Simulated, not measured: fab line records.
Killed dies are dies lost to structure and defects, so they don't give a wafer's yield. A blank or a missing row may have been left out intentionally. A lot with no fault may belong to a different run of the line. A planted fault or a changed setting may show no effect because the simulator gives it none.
A lot that was struck, set against a sound lot + flow n5_finfet + 20 out of 1938 route steps
Sound: these wafers, L469.1, L469.4, L469.5. Struck: wafers L475.2, L475.3, L475.4. At the end, the cause is stated.
Order at every step that has rows: each side's tool, ch and its chambers, its first start. Under that, the readings that differ: sound wafers + struck wafers + difference of the means + sigmas: that difference in standard deviations of wafers without a fault.
alike: readings with means less than 2 such deviations apart, plus words and numbers identical on both sides. not compared: withheld readings, readings lacking a value on some wafer, bounds such as >300 that could conceal the same value, and numbers that have no deviation in the record and whose values overlap.
Wherever a step has rows on one side only, a row that says differs or no value, or a row with sigmas, the two part there. Non-overlapping numbers with no deviation appear without sigmas and do not part them. A reading missing from all wafers of one side parts the sides only when that side holds two or more wafers.

first, 8 steps without rows for these wafers: N5_FIN_SAQP_STRIP_77 (strips in N2/H2, time 90 s); N5_FIN_SAQP_ETCH_64 (etches SiO2 in CF4, target depth 1.5 nm); N5_FIN_SAQP_FIN_ETCH_36 (etches the open film in HBr/Cl2/O2, target depth 120 nm, time 50.4 s); N5_FIN_SAQP_PRECLEAN_38 (cleans in O3/DIW, time 45 s); N5_FIN_SAQP_PRECLEAN_45 (cleans in dHF, time 10 s); N5_FIN_SAQP_SRD_39 (time 30 s); N5_FIN_CUT_COAT_18 (time 60 s, resist thk 230 nm); N5_FIN_CUT_COAT_19 (time 60 s, resist thk 20 nm).
N5_FIN_CUT_COAT_29: time 60 s, resist thk 10 nm.
  sound on litho_track-02 ch 0, day 4 03:08; struck on litho_track-02 ch 0, day 5 14:55
| reading                                         | sound                | struck               | difference | sigmas      |
|-------------------------------------------------|----------------------|----------------------|------------|-------------|
| spin_speed_rpm (rpm)                            | 1501.5 1500.8 1501.6 | 1710.9 1710.1 1712.1 | +209.7     | +99 or more |
| model.underlayer_of_FIN_CUT_COAT_29.thk_nm (nm) | 10 10 10             | 9.4 9.4 9.4          | -0.6       |             |
then, 7 steps without rows for these wafers: N5_FIN_CUT_COAT_02 (resist thk 30 nm); N5_FIN_CUT_EBR_04; N5_FIN_CUT_SOFTBAKE_03 (time 60 s); N5_FIN_CUT_EXPOSE_05 (exposes mask FIN CUT); N5_FIN_CUT_PEB_06 (peb time 60 s); N5_FIN_CUT_DEVELOP_07 (develop time 30 s); N5_FIN_CUT_DESCUM_13 (chemistry O2, time 7 s).
N5_FIN_CUT_ETCH_30: etches underlayer in N2/H2, target depth 13 nm, time 10.4 s.
  sound on rie_diel-03 ch 1,2,3, day 4 04:01; struck on rie_diel-02 ch 0,2,3, day 5 15:36
| reading                                      | sound             | struck            | difference | sigmas |
|----------------------------------------------|-------------------|-------------------|------------|--------|
| etch_rf_on_time_s (s)                        | 10.33 10.53 10.55 | 9.62 9.53 9.71    | -0.85      | -4     |
| model.CAR-EUV_of_FIN_CUT_COAT_02.thk_nm (nm) | 14.6 14.6 14.8    | 15.4 15.4 15.4    | +0.7       |        |
| model.etch.depth_nm (nm)                     | 9.951 9.973 9.975 | 9.331 9.361 9.358 | -0.616     |        |
  alike: drypump_motor_current_A, oes_product_au, rf_vpp_V, showerhead_plenum_p_Torr, throttle_valve_pct
  not compared: rf_hours_counter_h
N5_FIN_CUT_ETCH_20: etches SiARC in CF4, target depth 26 nm, time 43.3 s.
  sound on rie_diel-03 ch 1,2,3, day 4 04:02; struck on rie_diel-02 ch 0,2,3, day 5 15:37
| reading                                         | sound       | struck      | difference | sigmas |
|-------------------------------------------------|-------------|-------------|------------|--------|
| model.underlayer_of_FIN_CUT_COAT_29.thk_nm (nm) | 9.2 9.2 9.2 | 8.6 8.6 8.6 | -0.6       |        |
  alike: drypump_motor_current_A, etch_rf_on_time_s, oes_product_au, rf_vpp_V, showerhead_plenum_p_Torr, throttle_valve_pct
  not compared: rf_hours_counter_h
then, 1 step without rows for these wafers: N5_FIN_CUT_ETCH_21 (etches SOC in N2/H2, target depth 219 nm, overetch 43.8 nm, time 523.5 s).
-- record jumps: 11 days separate the struck wafers' starts on either side; left off in module FIN_CUT, taken up again in module PASSIVATION, whose first shown step is the route's number 1936 --
N5_PASSIVATION_PROBE_49:
  the record has rows for the struck wafers here (prober-02, day 16 12:40) and none for the sound ones

## WHERE THEY PART
First at N5_FIN_CUT_COAT_29; last, within this record, at N5_PASSIVATION_PROBE_49.

WHY: what the simulator had put in
Process parameter drift: litho_track-02, from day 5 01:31 on, at N5_FIN_CUT_COAT_29. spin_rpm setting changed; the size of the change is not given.
